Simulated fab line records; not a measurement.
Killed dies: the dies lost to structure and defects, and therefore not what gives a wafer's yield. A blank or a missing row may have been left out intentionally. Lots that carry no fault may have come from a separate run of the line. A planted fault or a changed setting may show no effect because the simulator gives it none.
Split-lot trial / flow n5Finfet / 21 wafers read across 7 lots, on a route 1938 steps long

== SPLIT DETAILS ==
At N5_BEOL_M1_TRENCH_ETCH_37 (etches SiOC in C4F6/O2, target depth 55.207 nm, time 29 s), the setting biasW was moved away from the recipe's 185 W on 8 of the 21 wafers read, by -15.9% to +13.5%. All remaining wafers had this setting at the recipe value.

== FROM THE SPLIT TO THE READING: what the file shows between them, 2 steps ==
- N5_BEOL_M1_ETCH_41: etches SiCN in CH3F/O2, target depth 31.9 nm, time 57.8 s
- N5_BEOL_M1_STRIP_97: strips in N2/H2, time 10 s

== THE READING ==
trenchDepthNm, in nm, at N5_BEOL_M1_OCD_MEAS_38. On this fab line, fault-free wafers typically give 55.1 nm with a standard deviation of 0.88 nm.

wafer=L075.2; tool, chamber at the split=rieDiel-03, 3; biasW as run, W=185; against the recipe=recipe; trenchDepthNm, nm=55.0; against lot-mates on the recipe=-
wafer=L075.4; tool, chamber at the split=rieDiel-03, 1; biasW as run, W=185; against the recipe=recipe; trenchDepthNm, nm=54.9; against lot-mates on the recipe=-
wafer=L075.6; tool, chamber at the split=rieDiel-03, 0; biasW as run, W=185; against the recipe=recipe; trenchDepthNm, nm=55.6; against lot-mates on the recipe=-
wafer=L077.2; tool, chamber at the split=rieDiel-05, 3; biasW as run, W=185; against the recipe=recipe; trenchDepthNm, nm=55.5; against lot-mates on the recipe=-
wafer=L077.3; tool, chamber at the split=rieDiel-05, 0; biasW as run, W=208.9; against the recipe=+12.9%; trenchDepthNm, nm=57.9; against lot-mates on the recipe=+2.6
wafer=L077.6; tool, chamber at the split=rieDiel-05, 0; biasW as run, W=185; against the recipe=recipe; trenchDepthNm, nm=55.0; against lot-mates on the recipe=-
wafer=L085.3; tool, chamber at the split=rieDiel-05, 2; biasW as run, W=210; against the recipe=+13.5%; trenchDepthNm, nm=56.9; against lot-mates on the recipe=+3.1
wafer=L085.4; tool, chamber at the split=rieDiel-05, 0; biasW as run, W=210; against the recipe=+13.5%; trenchDepthNm, nm=56.6; against lot-mates on the recipe=+2.8
wafer=L085.6; tool, chamber at the split=rieDiel-05, 1; biasW as run, W=185; against the recipe=recipe; trenchDepthNm, nm=53.8; against lot-mates on the recipe=-
wafer=L087.2; tool, chamber at the split=rieDiel-03, 0; biasW as run, W=185; against the recipe=recipe; trenchDepthNm, nm=56.0; against lot-mates on the recipe=-
wafer=L087.3; tool, chamber at the split=rieDiel-03, 3; biasW as run, W=185; against the recipe=recipe; trenchDepthNm, nm=55.0; against lot-mates on the recipe=-
wafer=L087.6; tool, chamber at the split=rieDiel-03, 0; biasW as run, W=185; against the recipe=recipe; trenchDepthNm, nm=55.5; against lot-mates on the recipe=-
wafer=L090.2; tool, chamber at the split=rieDiel-03, 2; biasW as run, W=203.6; against the recipe=+10.1%; trenchDepthNm, nm=57.6; against lot-mates on the recipe=+2.7
wafer=L090.5; tool, chamber at the split=rieDiel-03, 0; biasW as run, W=203.6; against the recipe=+10.1%; trenchDepthNm, nm=56.5; against lot-mates on the recipe=+1.6
wafer=L090.6; tool, chamber at the split=rieDiel-03, 1; biasW as run, W=185; against the recipe=recipe; trenchDepthNm, nm=54.9; against lot-mates on the recipe=-
wafer=L094.2; tool, chamber at the split=rieDiel-05, 2; biasW as run, W=155.5; against the recipe=-15.9%; trenchDepthNm, nm=51.9; against lot-mates on the recipe=-4.0
wafer=L094.3; tool, chamber at the split=rieDiel-05, 3; biasW as run, W=185; against the recipe=recipe; trenchDepthNm, nm=55.9; against lot-mates on the recipe=-
wafer=L094.6; tool, chamber at the split=rieDiel-05, 2; biasW as run, W=155.5; against the recipe=-15.9%; trenchDepthNm, nm=51.9; against lot-mates on the recipe=-4.0
wafer=L096.1; tool, chamber at the split=rieDiel-03, 0; biasW as run, W=172; against the recipe=-7.0%; trenchDepthNm, nm=54.6; against lot-mates on the recipe=-1.1
wafer=L096.2; tool, chamber at the split=rieDiel-03, 2; biasW as run, W=185; against the recipe=recipe; trenchDepthNm, nm=56.4; against lot-mates on the recipe=-
wafer=L096.4; tool, chamber at the split=rieDiel-03, 3; biasW as run, W=185; against the recipe=recipe; trenchDepthNm, nm=55.0; against lot-mates on the recipe=-

FIT RESULTS
A straight line over all 21 wafers: trenchDepthNm changes by +0.173 nm for each +1% of biasW; r = +0.91; the points scatter about the line by 0.66 nm.
The same after taking each lot's own level away (the mean of its wafers on the recipe; 21 wafers): +0.227 nm for each +1%; r = +0.98; scatter 0.41 nm.
The reading moves by 3.6 nm for the largest change in biasW, on that fit.
From 53.80 to 55.90 nm: that is the span of the lots' own levels, equal to 2.4 times the standard deviation above.
Thus the slope moves with the lot-to-lot level: the two fits are different.
Check: for one of the wafers moved furthest among these (-15.9%), held out of the fit, the line's prediction against its lot-mates is -3.55 nm. It came out at -4 nm against them.
Tool readings at the split's step, against how far the setting was moved: rfVppV r = +0.98.

== ADDITIONAL SPLITS CARRIED BY THESE WAFERS ==
These wafers also went through other splits before the reading. Each is held against what the fit with the lots' levels taken away leaves over:
other split on the same wafers=N5_BEOL_M0_SAQP_SPACER2_ALD_26 targetThkA; wafers away from the commonest value=9; r with trenchDepthNm (lot level and that fit taken away)=+0.04
other split on the same wafers=N5_BEOL_M0_SAQP_EXPOSE_37 doseMj; wafers away from the commonest value=9; r with trenchDepthNm (lot level and that fit taken away)=+0.04
other split on the same wafers=N5_BEOL_M0_ETCH_138 sourceW; wafers away from the commonest value=7; r with trenchDepthNm (lot level and that fit taken away)=-0.20
other split on the same wafers=N5_BEOL_M0_ETCH_128 sourceW; wafers away from the commonest value=6; r with trenchDepthNm (lot level and that fit taken away)=-0.53
other split on the same wafers=N5_BEOL_M1_VIA_ETCH_34 biasW; wafers away from the commonest value=8; r with trenchDepthNm (lot level and that fit taken away)=+0.22

== THE WHOLE CHAIN: every reading that the file lists as answering this split, in the file's order ==
step=N5_BEOL_M1_TRENCH_ETCH_37; what it does=etches SiOC in C4F6/O2, target depth 55.207 nm, time 29 s; reading=rfVppV; change (the file's fit)=+5.06 V for each +1% of the setting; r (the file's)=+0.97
step=N5_BEOL_M1_TRENCH_ETCH_37; what it does=etches SiOC in C4F6/O2, target depth 55.207 nm, time 29 s; reading=etch.depthNm (the simulator's own value, which no gauge read); change (the file's fit)=+0.205 nm for each +1% of the setting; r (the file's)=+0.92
step=N5_BEOL_M1_TRENCH_ETCH_37; what it does=etches SiOC in C4F6/O2, target depth 55.207 nm, time 29 s; reading=BEOL_M1.featureDepthNm (the simulator's own value, which no gauge read); change (the file's fit)=+0.203 nm for each +1% of the setting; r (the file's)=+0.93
step=N5_BEOL_M1_OCD_MEAS_38; what it does=; reading=trenchDepthNm; change (the file's fit)=+0.223 nm for each +1% of the setting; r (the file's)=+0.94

== THE FILE'S OWN FIT ==
trenchDepthNm changes by +0.223 nm for each +1% of biasW, r = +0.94.
